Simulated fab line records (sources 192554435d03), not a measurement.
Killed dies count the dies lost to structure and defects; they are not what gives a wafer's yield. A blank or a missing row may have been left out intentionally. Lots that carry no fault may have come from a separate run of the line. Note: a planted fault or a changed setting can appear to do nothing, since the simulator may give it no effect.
Chamber matching ; flow n5Finfet ; rieDiel-06 running N5_BEOL_M9_STRIP_36: 4 sister chambers
The step strips in N2/H2. 16 wafers are shown with their chamber, then 8 later ones without.

## WAFERS WITH THEIR CHAMBER
wafer;chamber;showerheadPlenumPTorr (Torr);throttleValvePct (%);oesProductAu (a.u.)
L077.1;1;2.42;23.86;0.71
L077.4;3;2.42;23.69;0.72
L077.6;3;2.42;23.69;0.74
L082.4;1;2.41;23.85;0.71
L082.5;1;2.41;23.85;0.70
L082.6;2;2.51;23.69;0.73
L081.2;0;2.46;23.40;0.84
L081.4;1;2.41;23.88;0.70
L081.5;3;2.41;23.69;0.74
L084.3;1;2.41;23.88;0.70
L084.5;3;2.41;23.72;0.74
L084.6;0;2.46;23.41;0.82
L086.1;2;2.51;23.72;0.72
L086.2;0;2.46;23.40;0.82
L086.3;3;2.41;23.72;0.73
L091.2;0;2.46;23.42;0.82

SIGNATURES, as means of the wafers listed above
reading;chamber 0;chamber 1;chamber 2;chamber 3;scatter within a chamber
showerheadPlenumPTorr;2.4600;2.4120;2.5100;2.4140;0.00408
throttleValvePct;23.4075;23.8640;23.7050;23.7020;0.0151
oesProductAu;0.8250;0.7040;0.7250;0.7340;0.00811
Rule: for a wafer and a chamber, the distance is found by dividing, reading by reading, the gap between the wafer's reading and the chamber's mean by the reading's scatter, squaring, summing and taking the root. If the next closest chamber is less than 2 further off than the closest, the wafer can't be placed; otherwise it belongs to the closest. The scatter is the square root of a quotient: the sum, over the shown wafers, of each reading's squared deviation from its chamber's mean, divided by wafers minus chambers.

## WAFERS MISSING THEIR CHAMBER
wafer;showerheadPlenumPTorr (Torr);throttleValvePct (%);oesProductAu (a.u.)
L091.3;2.41;23.89;0.70
L091.6;2.46;23.39;0.82
L094.1;2.40;23.88;0.70
L094.2;2.46;23.42;0.83
L094.4;2.40;23.72;0.72
L096.3;2.45;23.44;0.79
L096.5;2.40;23.74;0.71
L096.6;2.45;23.44;0.80

## WHICH CHAMBER EACH WENT THROUGH
wafer;from the rows above;in truth
L091.3;1;1
L091.6;0;0
L094.1;1;1
L094.2;0;0
L094.4;3;3
L096.3;0;0
L096.5;3;3
L096.6;0;0
8 of 8 placed correctly. Can't be placed from these rows: 0. Placed wrongly: 0.
